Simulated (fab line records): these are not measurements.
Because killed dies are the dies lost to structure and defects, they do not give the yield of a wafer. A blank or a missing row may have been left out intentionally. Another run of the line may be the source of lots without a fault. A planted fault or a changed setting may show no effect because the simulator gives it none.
fab line records :: flow n5-finfet :: part 2 of 2: steps 29 to 36 of 36
record
  lots=5
  wafers=15
  last-day=16
route steps=1938 shown PMOS_HMC_CHANNEL_EPI@80 FIN_SAQP@90
lots untouched by any fault: they come from a run of this same line in which no faults occurred
start-h: hours from the record's first day to the start of the lot's first wafer shown :: wait-h: time in hours since the lot's previous step :: " as in the row above :: L1.1+2: one row covering several wafers at once :: - no value, or no start given :: * or withheld: withheld :: < > ~ a bound
route shown NAME@n: names a module that has steps shown in the file, with the first one's number in the route :: usual: mean/standard deviation taken from wafers without a fault :: same: alike in all rows :: chamber/n: place in a boat :: sites: the reading at each site :: _std_site: standard deviation across them :: _edge_site: outer sites' mean less inner sites' :: radius-mm: how far each site lies from the wafer's centre :: mask NAME#n: copy n :: behind: the most recent tool/chamber to have shaped the wafer :: hold: reason for holding the lot/hours on hold/outcome of the hold :: device: the transistor (n, p or np) that didn't switch :: end of line: tests of these same wafers at the route's end :: for a step that has no rows: nothing shown but its recipe :: killed: count of dies lost to structure and defects at first sort (not the wafer's yield) :: map: shows each die of a wafer: x if killed, . if not, _ if none is there
set.NAME: the setting as run; set.NAME@STEP: as run at that earlier step :: model.NAME: the simulator's own value behind a step, which no gauge read
certain route steps with their lots: each step a table, each wafer a row
services: from which hour (start-h, from the record's first day; less than 0 if before it) a tool's chamber was out of use, for how many hours, and why
## steps
# step N5_FIN_SAQP_PEB_14
# recipe
  peb-temp-c=withheld
  peb-time-s=60
  resist=CAR-ArF
lot.wafer: L074.1+2+6
tool: litho-track-01
chamber: 0
start-h: 21.94
wait-h: 0.1

lot.wafer: L079.1+2+3
tool: litho-track-05
chamber: 0
start-h: 52.16
wait-h: 0.1

lot.wafer: L088.4+5+6
tool: litho-track-05
chamber: 0
start-h: 105.79
wait-h: 0.0

lot.wafer: L090.1+4+5
tool: litho-track-01
chamber: 0
start-h: 117.91
wait-h: 0.1

lot.wafer: L091.2+5+6
tool: litho-track-05
chamber: 0
start-h: 123.21
wait-h: 0.1
# step N5_FIN_SAQP_DEVELOP_15
# recipe
  develop-time-s=30
  developer=TMAH
  resist=CAR-ArF
  dev-temp-c=23
  rinse-liquid=diw
  dry=air-spin
lot.wafer: L074.1+2+6
tool: litho-track-01
chamber: 0
start-h: -
wait-h: -

lot.wafer: L079.1+2+3
tool: litho-track-05
chamber: 0
start-h: -
wait-h: -

lot.wafer: L088.4+5+6
tool: litho-track-05
chamber: 0
start-h: -
wait-h: -

lot.wafer: L090.1+4+5
tool: litho-track-01
chamber: 0
start-h: -
wait-h: -

lot.wafer: L091.2+5+6
tool: litho-track-05
chamber: 0
start-h: -
wait-h: -
# step N5_FIN_SAQP_CD_MEAS_16
# recipe
  target-cd-nm=35.6
  landing-energy-ev=500
  detector=se-inlens
# usual
  cd-nm=35.6/0.37
lot.wafer: L074.1
tool: cd-sem-03
chamber: 0
start-h: 22.00
wait-h: -
cd-nm: 35.4

lot.wafer: L074.2
tool: cd-sem-03
chamber: 0
start-h: 22.00
wait-h: -
cd-nm: 35.0

lot.wafer: L074.6
tool: cd-sem-03
chamber: 0
start-h: 22.00
wait-h: -
cd-nm: 35.2

lot.wafer: L079.1
tool: cd-sem-01
chamber: 0
start-h: 52.23
wait-h: -
cd-nm: 36.4

lot.wafer: L079.2
tool: cd-sem-01
chamber: 0
start-h: 52.23
wait-h: -
cd-nm: 36.4

lot.wafer: L079.3
tool: cd-sem-01
chamber: 0
start-h: 52.23
wait-h: -
cd-nm: 35.9

lot.wafer: L088.4
tool: cd-sem-02
chamber: 0
start-h: 105.86
wait-h: -
cd-nm: 35.7

lot.wafer: L088.5
tool: cd-sem-02
chamber: 0
start-h: 105.86
wait-h: -
cd-nm: 35.8

lot.wafer: L088.6
tool: cd-sem-02
chamber: 0
start-h: 105.86
wait-h: -
cd-nm: 36.0

lot.wafer: L090.1
tool: cd-sem-02
chamber: 0
start-h: 117.97
wait-h: -
cd-nm: 35.5

lot.wafer: L090.4
tool: cd-sem-02
chamber: 0
start-h: 117.97
wait-h: -
cd-nm: 35.7

lot.wafer: L090.5
tool: cd-sem-02
chamber: 0
start-h: 117.97
wait-h: -
cd-nm: 35.5

lot.wafer: L091.2
tool: cd-sem-01
chamber: 0
start-h: 123.28
wait-h: -
cd-nm: 35.7

lot.wafer: L091.5
tool: cd-sem-01
chamber: 0
start-h: 123.28
wait-h: -
cd-nm: 35.7

lot.wafer: L091.6
tool: cd-sem-01
chamber: 0
start-h: 123.28
wait-h: -
cd-nm: 35.8
# step N5_FIN_SAQP_OVL_MEAS_17
# recipe
  points-per-wafer=44
# usual
  FIN_CORE_OVL=0.0/0.98
lot.wafer: L074.1
tool: overlay-02
chamber: 0
start-h: 22.04
wait-h: 0.0
FIN_CORE_OVL[nm]: 0.8

lot.wafer: L074.2
tool: overlay-02
chamber: 0
start-h: 22.04
wait-h: 0.0
FIN_CORE_OVL[nm]: -0.2

lot.wafer: L074.6
tool: overlay-02
chamber: 0
start-h: 22.04
wait-h: 0.0
FIN_CORE_OVL[nm]: 0.8

lot.wafer: L079.1
tool: overlay-02
chamber: 0
start-h: 52.27
wait-h: 0.0
FIN_CORE_OVL[nm]: 1.5

lot.wafer: L079.2
tool: overlay-02
chamber: 0
start-h: 52.27
wait-h: 0.0
FIN_CORE_OVL[nm]: -0.1

lot.wafer: L079.3
tool: overlay-02
chamber: 0
start-h: 52.27
wait-h: 0.0
FIN_CORE_OVL[nm]: 1.6

lot.wafer: L088.4
tool: overlay-01
chamber: 0
start-h: 105.89
wait-h: 0.0
FIN_CORE_OVL[nm]: 0.5

lot.wafer: L088.5
tool: overlay-01
chamber: 0
start-h: 105.89
wait-h: 0.0
FIN_CORE_OVL[nm]: -0.2

lot.wafer: L088.6
tool: overlay-01
chamber: 0
start-h: 105.89
wait-h: 0.0
FIN_CORE_OVL[nm]: 0.2

lot.wafer: L090.1
tool: overlay-01
chamber: 0
start-h: 118.01
wait-h: 0.0
FIN_CORE_OVL[nm]: 2.0

lot.wafer: L090.4
tool: overlay-01
chamber: 0
start-h: 118.01
wait-h: 0.0
FIN_CORE_OVL[nm]: -0.5

lot.wafer: L090.5
tool: overlay-01
chamber: 0
start-h: 118.01
wait-h: 0.0
FIN_CORE_OVL[nm]: 1.4

lot.wafer: L091.2
tool: overlay-01
chamber: 0
start-h: 123.31
wait-h: 0.0
FIN_CORE_OVL[nm]: 2.5

lot.wafer: L091.5
tool: overlay-01
chamber: 0
start-h: 123.31
wait-h: 0.0
FIN_CORE_OVL[nm]: 0.5

lot.wafer: L091.6
tool: overlay-01
chamber: 0
start-h: 123.31
wait-h: 0.0
FIN_CORE_OVL[nm]: 0.1
# step N5_FIN_SAQP_INSPECT_18
# recipe
  mode=adi
  inspect-instrument=brightfield
# usual
  raw-defect-count=409/100
lot.wafer: L074.1
tool: defect-inspect-01
chamber: -
start-h: 22.07
wait-h: 0.0
raw-defect-count: 541

lot.wafer: L074.2
tool: defect-inspect-01
chamber: -
start-h: 22.07
wait-h: 0.0
raw-defect-count: 578

lot.wafer: L074.6
tool: defect-inspect-01
chamber: -
start-h: 22.07
wait-h: 0.0
raw-defect-count: 427

lot.wafer: L079.1
tool: defect-inspect-02
chamber: -
start-h: 52.29
wait-h: 0.0
raw-defect-count: 565

lot.wafer: L079.2
tool: defect-inspect-02
chamber: -
start-h: 52.29
wait-h: 0.0
raw-defect-count: 393

lot.wafer: L079.3
tool: defect-inspect-02
chamber: -
start-h: 52.29
wait-h: 0.0
raw-defect-count: 318

lot.wafer: L088.4
tool: defect-inspect-02
chamber: -
start-h: 105.92
wait-h: 0.0
raw-defect-count: 297

lot.wafer: L088.5
tool: defect-inspect-02
chamber: -
start-h: 105.92
wait-h: 0.0
raw-defect-count: 270

lot.wafer: L088.6
tool: defect-inspect-02
chamber: -
start-h: 105.92
wait-h: 0.0
raw-defect-count: 287

lot.wafer: L090.1
tool: defect-inspect-02
chamber: -
start-h: 118.04
wait-h: 0.0
raw-defect-count: 366

lot.wafer: L090.4
tool: defect-inspect-02
chamber: -
start-h: 118.04
wait-h: 0.0
raw-defect-count: 296

lot.wafer: L090.5
tool: defect-inspect-02
chamber: -
start-h: 118.04
wait-h: 0.0
raw-defect-count: 431

lot.wafer: L091.2
tool: defect-inspect-02
chamber: -
start-h: 123.34
wait-h: 0.0
raw-defect-count: 306

lot.wafer: L091.5
tool: defect-inspect-02
chamber: -
start-h: 123.34
wait-h: 0.0
raw-defect-count: 338

lot.wafer: L091.6
tool: defect-inspect-02
chamber: -
start-h: 123.34
wait-h: 0.0
raw-defect-count: 356
# step N5_FIN_SAQP_DESCUM_21
# recipe
  chemistry=O2
  time-s=7.9
  source-power-w=50
  bias-power-w=20
  pressure-mtorr=20
  rf-frequency-hz=2.712e+07
  temp-c=40
  resist=CAR-ArF
  o2-flow-sccm=225
# usual
  drypump-motor-current-A=5.9/0.48
  oes-product-au=0.79/0.087
  rf-vpp-V=243.4/1.3
  showerhead-plenum-p-Torr=2.10/0.073
  throttle-valve-pct=20.39/0.19
lot.wafer: L074.1
tool: rie-diel-02
chamber: 1
start-h: 22.10
wait-h: 0.0
drypump-motor-current-A: 5.4
oes-product-au: 0.76
rf-hours-counter-h: 137
rf-vpp-V: 243.9
showerhead-plenum-p-Torr: 2.08
throttle-valve-pct: 20.29

lot.wafer: L074.2
tool: rie-diel-02
chamber: 0
start-h: 22.10
wait-h: 0.0
drypump-motor-current-A: 6.0
oes-product-au: 0.85
rf-hours-counter-h: 50
rf-vpp-V: 241.3
showerhead-plenum-p-Torr: 2.02
throttle-valve-pct: 20.19

lot.wafer: L074.6
tool: rie-diel-02
chamber: 1
start-h: 22.10
wait-h: 0.0
drypump-motor-current-A: 5.4
oes-product-au: 0.76
rf-hours-counter-h: -
rf-vpp-V: 242.3
showerhead-plenum-p-Torr: 2.08
throttle-valve-pct: 20.31

lot.wafer: L079.1
tool: rie-diel-01
chamber: 0
start-h: 52.40
wait-h: 0.1
drypump-motor-current-A: 5.6
oes-product-au: 0.72
rf-hours-counter-h: 227
rf-vpp-V: 241.0
showerhead-plenum-p-Torr: 1.96
throttle-valve-pct: 20.54

lot.wafer: L079.2
tool: rie-diel-01
chamber: 3
start-h: 52.40
wait-h: 0.1
drypump-motor-current-A: 5.9
oes-product-au: 0.68
rf-hours-counter-h: 232
rf-vpp-V: 243.7
showerhead-plenum-p-Torr: 2.14
throttle-valve-pct: 20.63

lot.wafer: L079.3
tool: rie-diel-01
chamber: 2
start-h: 52.40
wait-h: 0.1
drypump-motor-current-A: 4.8
oes-product-au: 0.78
rf-hours-counter-h: 151
rf-vpp-V: 244.9
showerhead-plenum-p-Torr: 2.19
throttle-valve-pct: 20.54

lot.wafer: L088.4
tool: rie-diel-02
chamber: 2
start-h: 106.17
wait-h: 0.2
drypump-motor-current-A: 6.3
oes-product-au: 0.91
rf-hours-counter-h: 24
rf-vpp-V: 247.0
showerhead-plenum-p-Torr: 2.22
throttle-valve-pct: 20.14

lot.wafer: L088.5
tool: rie-diel-02
chamber: 0
start-h: 106.17
wait-h: 0.2
drypump-motor-current-A: 6.0
oes-product-au: 0.80
rf-hours-counter-h: -
rf-vpp-V: 242.5
showerhead-plenum-p-Torr: 2.01
throttle-valve-pct: 20.21

lot.wafer: L088.6
tool: rie-diel-02
chamber: 3
start-h: 106.17
wait-h: 0.2
drypump-motor-current-A: 6.6
oes-product-au: 0.77
rf-hours-counter-h: -
rf-vpp-V: 242.9
showerhead-plenum-p-Torr: 2.10
throttle-valve-pct: 20.38

lot.wafer: L090.1
tool: rie-diel-05
chamber: 3
start-h: 118.07
wait-h: 0.0
drypump-motor-current-A: 5.5
oes-product-au: 0.91
rf-hours-counter-h: 24
rf-vpp-V: 245.8
showerhead-plenum-p-Torr: 2.24
throttle-valve-pct: 20.46

lot.wafer: L090.4
tool: rie-diel-05
chamber: 1
start-h: 118.07
wait-h: 0.0
drypump-motor-current-A: 6.2
oes-product-au: 0.76
rf-hours-counter-h: 173
rf-vpp-V: 244.2
showerhead-plenum-p-Torr: 2.08
throttle-valve-pct: 20.21

lot.wafer: L090.5
tool: rie-diel-05
chamber: 2
start-h: 118.07
wait-h: 0.0
drypump-motor-current-A: 5.7
oes-product-au: 0.69
rf-hours-counter-h: -
rf-vpp-V: 243.3
showerhead-plenum-p-Torr: 2.08
throttle-valve-pct: 20.56

lot.wafer: L091.2
tool: rie-diel-01
chamber: 0
start-h: 123.55
wait-h: 0.2
drypump-motor-current-A: 5.5
oes-product-au: 0.69
rf-hours-counter-h: 249
rf-vpp-V: 241.3
showerhead-plenum-p-Torr: 1.96
throttle-valve-pct: 20.59

lot.wafer: L091.5
tool: rie-diel-01
chamber: 2
start-h: 123.55
wait-h: 0.2
drypump-motor-current-A: 4.8
oes-product-au: 0.75
rf-hours-counter-h: -
rf-vpp-V: 245.0
showerhead-plenum-p-Torr: 2.18
throttle-valve-pct: 20.59

lot.wafer: L091.6
tool: rie-diel-01
chamber: 1
start-h: 123.55
wait-h: 0.2
drypump-motor-current-A: 6.5
oes-product-au: 0.71
rf-hours-counter-h: -
rf-vpp-V: 244.9
showerhead-plenum-p-Torr: 2.09
throttle-valve-pct: 20.94
# step N5_FIN_SAQP_ETCH_51
# recipe
  chemistry=CF4
  target=SiARC
  target-depth-a=455
  mask-material=CAR-ArF
  time-s=75.8
  ion-energy-ev=80
  pressure-mtorr=40
  source-w=545
  bias-w=36
  Ar_flow_sccm=100
  cf4-flow-sccm=100
  ends=cleared
# usual
  drypump-motor-current-A=5.9/0.48
  etch-rf-on-time-s=75.2/1.7
  oes-product-au=0.68/0.076
  rf-vpp-V=184.2/1.1
  showerhead-plenum-p-Torr=2.16/0.066
  throttle-valve-pct=15.61/0.19
lot.wafer: L074.1
tool: rie-diel-02
chamber: 1
start-h: 22.14
wait-h: 0.0
drypump-motor-current-A: 5.5
etch-rf-on-time-s: 73.5
oes-product-au: 0.67
rf-hours-counter-h: 137
rf-vpp-V: 183.9
showerhead-plenum-p-Torr: 2.14
throttle-valve-pct: 15.59

lot.wafer: L074.2
tool: rie-diel-02
chamber: 0
start-h: 22.14
wait-h: 0.0
drypump-motor-current-A: 6.0
etch-rf-on-time-s: 76.0
oes-product-au: 0.72
rf-hours-counter-h: 50
rf-vpp-V: 184.2
showerhead-plenum-p-Torr: 2.09
throttle-valve-pct: 15.46

lot.wafer: L074.6
tool: rie-diel-02
chamber: 1
start-h: 22.14
wait-h: 0.0
drypump-motor-current-A: 5.4
etch-rf-on-time-s: 73.4
oes-product-au: 0.66
rf-hours-counter-h: -
rf-vpp-V: 183.4
showerhead-plenum-p-Torr: 2.14
throttle-valve-pct: 15.59

lot.wafer: L079.1
tool: rie-diel-01
chamber: 0
start-h: 52.44
wait-h: 0.0
drypump-motor-current-A: 5.6
etch-rf-on-time-s: 74.1
oes-product-au: 0.61
rf-hours-counter-h: 227
rf-vpp-V: 183.5
showerhead-plenum-p-Torr: 2.03
throttle-valve-pct: 15.91

lot.wafer: L079.2
tool: rie-diel-01
chamber: 3
start-h: 52.44
wait-h: 0.0
drypump-motor-current-A: 5.9
etch-rf-on-time-s: 74.7
oes-product-au: 0.61
rf-hours-counter-h: 232
rf-vpp-V: 184.8
showerhead-plenum-p-Torr: 2.21
throttle-valve-pct: 15.96

lot.wafer: L079.3
tool: rie-diel-01
chamber: 2
start-h: 52.44
wait-h: 0.0
drypump-motor-current-A: 4.8
etch-rf-on-time-s: 75.9
oes-product-au: 0.66
rf-hours-counter-h: 151
rf-vpp-V: 184.8
showerhead-plenum-p-Torr: 2.22
throttle-valve-pct: 15.62

lot.wafer: L088.4
tool: rie-diel-02
chamber: 2
start-h: 106.20
wait-h: 0.0
drypump-motor-current-A: 6.3
etch-rf-on-time-s: 74.9
oes-product-au: 0.78
rf-hours-counter-h: 24
rf-vpp-V: 187.3
showerhead-plenum-p-Torr: 2.27
throttle-valve-pct: 15.33

lot.wafer: L088.5
tool: rie-diel-02
chamber: 0
start-h: 106.20
wait-h: 0.0
drypump-motor-current-A: 6.0
etch-rf-on-time-s: 75.2
oes-product-au: 0.69
rf-hours-counter-h: -
rf-vpp-V: 183.2
showerhead-plenum-p-Torr: 2.08
throttle-valve-pct: 15.52

lot.wafer: L088.6
tool: rie-diel-02
chamber: 3
start-h: 106.20
wait-h: 0.0
drypump-motor-current-A: 6.6
etch-rf-on-time-s: 75.4
oes-product-au: 0.66
rf-hours-counter-h: -
rf-vpp-V: 184.1
showerhead-plenum-p-Torr: 2.14
throttle-valve-pct: 15.53

lot.wafer: L090.1
tool: rie-diel-05
chamber: 3
start-h: 118.11
wait-h: 0.0
drypump-motor-current-A: 5.5
etch-rf-on-time-s: 76.5
oes-product-au: 0.77
rf-hours-counter-h: 24
rf-vpp-V: 185.7
showerhead-plenum-p-Torr: 2.28
throttle-valve-pct: 15.49

lot.wafer: L090.4
tool: rie-diel-05
chamber: 1
start-h: 118.11
wait-h: 0.0
drypump-motor-current-A: 6.2
etch-rf-on-time-s: 74.0
oes-product-au: 0.63
rf-hours-counter-h: 173
rf-vpp-V: 184.8
showerhead-plenum-p-Torr: 2.14
throttle-valve-pct: 15.53

lot.wafer: L090.5
tool: rie-diel-05
chamber: 2
start-h: 118.11
wait-h: 0.0
drypump-motor-current-A: 5.7
etch-rf-on-time-s: 75.3
oes-product-au: 0.58
rf-hours-counter-h: -
rf-vpp-V: 183.9
showerhead-plenum-p-Torr: 2.12
throttle-valve-pct: 15.81

lot.wafer: L091.2
tool: rie-diel-01
chamber: 0
start-h: 123.58
wait-h: 0.0
drypump-motor-current-A: 5.6
etch-rf-on-time-s: 75.1
oes-product-au: 0.60
rf-hours-counter-h: 249
rf-vpp-V: 182.8
showerhead-plenum-p-Torr: 2.03
throttle-valve-pct: 15.97

lot.wafer: L091.5
tool: rie-diel-01
chamber: 2
start-h: 123.58
wait-h: 0.0
drypump-motor-current-A: 4.9
etch-rf-on-time-s: 74.9
oes-product-au: 0.65
rf-hours-counter-h: -
rf-vpp-V: 184.0
showerhead-plenum-p-Torr: 2.21
throttle-valve-pct: 15.67

lot.wafer: L091.6
tool: rie-diel-01
chamber: 1
start-h: 123.58
wait-h: 0.0
drypump-motor-current-A: 6.5
etch-rf-on-time-s: 79.5
oes-product-au: 0.60
rf-hours-counter-h: -
rf-vpp-V: 183.7
showerhead-plenum-p-Torr: 2.13
throttle-valve-pct: 16.07
# step N5_FIN_SAQP_ETCH_52
# recipe
  chemistry=N2/H2
  target=SOC
  target-depth-a=1000
  overetch-a=200
  mask-material=SiARC
  temp-c=40
  time-s=150
  ion-energy-ev=200
  pressure-mtorr=30
  source-w=840
  bias-w=150
  n2-flow-sccm=200
  h2-flow-sccm=200
  ends=end-point
# usual
  drypump-motor-current-A=5.9/0.48
  oes-product-au=0.70/0.075
  rf-vpp-V=524.4/2.3
  showerhead-plenum-p-Torr=2.56/0.083
  throttle-valve-pct=17.78/0.2
lot.wafer: L074.1
tool: rie-diel-02
chamber: 1
start-h: 22.19
wait-h: 0.0
drypump-motor-current-A: 5.5
oes-product-au: 0.68
rf-hours-counter-h: 137
rf-vpp-V: 524.4
showerhead-plenum-p-Torr: 2.55
throttle-valve-pct: 17.81

lot.wafer: L074.2
tool: rie-diel-02
chamber: 0
start-h: 22.19
wait-h: 0.0
drypump-motor-current-A: 6.0
oes-product-au: 0.75
rf-hours-counter-h: 50
rf-vpp-V: 520.9
showerhead-plenum-p-Torr: 2.47
throttle-valve-pct: 17.56

lot.wafer: L074.6
tool: rie-diel-02
chamber: 1
start-h: 22.19
wait-h: 0.0
drypump-motor-current-A: 5.4
oes-product-au: 0.68
rf-hours-counter-h: -
rf-vpp-V: 524.1
showerhead-plenum-p-Torr: 2.55
throttle-valve-pct: 17.80

lot.wafer: L079.1
tool: rie-diel-01
chamber: 0
start-h: 52.49
wait-h: 0.0
drypump-motor-current-A: 5.6
oes-product-au: 0.63
rf-hours-counter-h: 227
rf-vpp-V: 520.5
showerhead-plenum-p-Torr: 2.42
throttle-valve-pct: 18.09

lot.wafer: L079.2
tool: rie-diel-01
chamber: 3
start-h: 52.49
wait-h: 0.0
drypump-motor-current-A: 5.9
oes-product-au: 0.62
rf-hours-counter-h: 233
rf-vpp-V: 526.8
showerhead-plenum-p-Torr: 2.62
throttle-valve-pct: 18.21

lot.wafer: L079.3
tool: rie-diel-01
chamber: 2
start-h: 52.49
wait-h: 0.0
drypump-motor-current-A: 4.8
oes-product-au: 0.70
rf-hours-counter-h: 151
rf-vpp-V: 527.4
showerhead-plenum-p-Torr: 2.64
throttle-valve-pct: 17.88

lot.wafer: L088.4
tool: rie-diel-02
chamber: 2
start-h: 106.26
wait-h: 0.0
drypump-motor-current-A: 6.3
oes-product-au: 0.82
rf-hours-counter-h: 24
rf-vpp-V: 528.1
showerhead-plenum-p-Torr: 2.71
throttle-valve-pct: 17.59

lot.wafer: L088.5
tool: rie-diel-02
chamber: 0
start-h: 106.26
wait-h: 0.0
drypump-motor-current-A: 6.0
oes-product-au: 0.73
rf-hours-counter-h: -
rf-vpp-V: 522.9
showerhead-plenum-p-Torr: 2.46
throttle-valve-pct: 17.61

lot.wafer: L088.6
tool: rie-diel-02
chamber: 3
start-h: 106.26
wait-h: 0.0
drypump-motor-current-A: 6.6
oes-product-au: 0.69
rf-hours-counter-h: -
rf-vpp-V: 524.4
showerhead-plenum-p-Torr: 2.53
throttle-valve-pct: 17.72

lot.wafer: L090.1
tool: rie-diel-05
chamber: 3
start-h: 118.16
wait-h: 0.0
drypump-motor-current-A: 5.5
oes-product-au: 0.81
rf-hours-counter-h: 24
rf-vpp-V: 528.7
showerhead-plenum-p-Torr: 2.69
throttle-valve-pct: 17.55

lot.wafer: L090.4
tool: rie-diel-05
chamber: 1
start-h: 118.16
wait-h: 0.0
drypump-motor-current-A: 6.2
oes-product-au: 0.66
rf-hours-counter-h: 173
rf-vpp-V: 523.5
showerhead-plenum-p-Torr: 2.52
throttle-valve-pct: 17.54

lot.wafer: L090.5
tool: rie-diel-05
chamber: 2
start-h: 118.16
wait-h: 0.0
drypump-motor-current-A: 5.7
oes-product-au: 0.61
rf-hours-counter-h: -
rf-vpp-V: 524.0
showerhead-plenum-p-Torr: 2.51
throttle-valve-pct: 18.00

lot.wafer: L091.2
tool: rie-diel-01
chamber: 0
start-h: 123.64
wait-h: 0.0
drypump-motor-current-A: 5.6
oes-product-au: 0.62
rf-hours-counter-h: 249
rf-vpp-V: 519.8
showerhead-plenum-p-Torr: 2.41
throttle-valve-pct: 18.13

lot.wafer: L091.5
tool: rie-diel-01
chamber: 2
start-h: 123.64
wait-h: 0.0
drypump-motor-current-A: 4.8
oes-product-au: 0.68
rf-hours-counter-h: -
rf-vpp-V: 526.4
showerhead-plenum-p-Torr: 2.63
throttle-valve-pct: 17.92

lot.wafer: L091.6
tool: rie-diel-01
chamber: 1
start-h: 123.64
wait-h: 0.0
drypump-motor-current-A: 6.5
oes-product-au: 0.64
rf-hours-counter-h: -
rf-vpp-V: 522.7
showerhead-plenum-p-Torr: 2.51
throttle-valve-pct: 18.07
## services
tool: cmp-02
chamber: -
start-h: -1.45
hours: 0.3
kind: repair

tool: rie-diel-05
chamber: 0
start-h: 0.37
hours: 10.0
kind: repair

tool: ald-sin-01
chamber: 2
start-h: 5.46
hours: 5.5
kind: repair

tool: pecvd-04
chamber: -
start-h: 9.36
hours: 1.2
kind: repair

tool: arfi-scanner-03
chamber: -
start-h: 10.06
hours: 0.8
kind: pm

tool: cmp-03
chamber: -
start-h: 12.33
hours: 1.1
kind: repair

tool: rie-diel-05
chamber: 0
start-h: 18.58
hours: 8.0
kind: repair

tool: cmp-04
chamber: -
start-h: 32.34
hours: 4.0
kind: pm

tool: ald-sin-02
chamber: 1
start-h: 37.87
hours: 12.0
kind: repair

tool: rtp-anneal-02
chamber: -
start-h: 39.46
hours: 5.1
kind: pm

tool: arfi-scanner-01
chamber: -
start-h: 43.73
hours: 0.8
kind: pm

tool: pecvd-01
chamber: -
start-h: 50.96
hours: 0.6
kind: repair

tool: pecvd-04
chamber: -
start-h: 54.00
hours: 14.6
kind: pm

tool: rie-diel-01
chamber: 0
start-h: 57.21
hours: 11.7
kind: repair

tool: arfi-scanner-01
chamber: -
start-h: 59.81
hours: 1.3
kind: pm

tool: cmp-04
chamber: -
start-h: 65.39
hours: 3.1
kind: pm

tool: pecvd-03
chamber: -
start-h: 67.10
hours: 0.9
kind: repair

tool: pecvd-04
chamber: -
start-h: 73.13
hours: 0.7
kind: repair

tool: ald-sin-02
chamber: -
start-h: 85.82
hours: 14.0
kind: pm

tool: arfi-scanner-01
chamber: -
start-h: 93.31
hours: 1.6
kind: repair

tool: arfi-scanner-03
chamber: -
start-h: 96.31
hours: 1.3
kind: pm

tool: ald-sin-01
chamber: 2
start-h: 102.19
hours: 2.7
kind: repair

tool: epi-rpcvd-04
chamber: -
start-h: 108.16
hours: 0.8
kind: repair

tool: epi-rpcvd-01
chamber: -
start-h: 112.80
hours: 4.3
kind: pm
